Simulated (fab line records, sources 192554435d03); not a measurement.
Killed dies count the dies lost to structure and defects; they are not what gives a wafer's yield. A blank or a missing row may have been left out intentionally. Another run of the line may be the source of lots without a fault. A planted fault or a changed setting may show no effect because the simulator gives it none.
Chamber matching :: flow n5 finfet :: cmp-03 running N5_BEOL_M14_CMP_49: 4 sister chambers
The step polishes, stops on SiO2, t overpolish 5.2 s, target thk 560 nm. 7 wafers are shown with their chamber, then 7 later ones without.

== WAFERS WITH THEIR CHAMBER ==
wafer: L083.1
chamber: 2
motor current A (A): 7.9
time to endpoint s (s): 118

wafer: L085.4
chamber: 0
motor current A (A): 7.4
time to endpoint s (s): 123

wafer: L086.4
chamber: 0
motor current A (A): 7.3
time to endpoint s (s): 124

wafer: L090.3
chamber: 1
motor current A (A): 8.2
time to endpoint s (s): 123

wafer: L090.6
chamber: 3
motor current A (A): 9.4
time to endpoint s (s): 125

wafer: L091.4
chamber: 1
motor current A (A): 8.2
time to endpoint s (s): 127

wafer: L091.5
chamber: 3
motor current A (A): 9.3
time to endpoint s (s): 124

== WAFERS WHOSE CHAMBER IS MISSING ==
wafer: L091.6
motor current A (A): 7.1
time to endpoint s (s): 129

wafer: L089.2
motor current A (A): 8.1
time to endpoint s (s): 120

wafer: L089.3
motor current A (A): 9.4
time to endpoint s (s): 120

wafer: L089.6
motor current A (A): 7.7
time to endpoint s (s): 114

wafer: L097.1
motor current A (A): 9.2
time to endpoint s (s): 124

wafer: L097.4
motor current A (A): 7.6
time to endpoint s (s): 124

wafer: L097.5
motor current A (A): 7.8
time to endpoint s (s): 126

== THE CHAMBER EACH PASSED THROUGH ==
wafer: L091.6
from the rows above: 0
in truth: 0

wafer: L089.2
from the rows above: can't be placed: 1 or 2
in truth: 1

wafer: L089.3
from the rows above: 3
in truth: 3

wafer: L089.6
from the rows above: 2
in truth: 2

wafer: L097.1
from the rows above: 3
in truth: 3

wafer: L097.4
from the rows above: can't be placed: 0 or 2
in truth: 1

wafer: L097.5
from the rows above: 2
in truth: 2
Correct placement for 5 of the 7. Unplaceable from these rows: 2, with the true chamber sitting among the candidates in 1. Wrongly placed: 0.
How it was worked out, from the rows above alone: a wafer's distance from a chamber is the root of the sum, over the readings, of the square of ((its reading less the chamber's mean) divided by the reading's scatter). If the next closest chamber is less than 2 further off than the closest, the wafer can't be placed; otherwise it belongs to the closest. Each chamber's mean is taken over the wafers shown for it. The scatter is the square root of a quotient: the sum, over the shown wafers, of each reading's squared deviation from its chamber's mean, divided by wafers minus chambers.
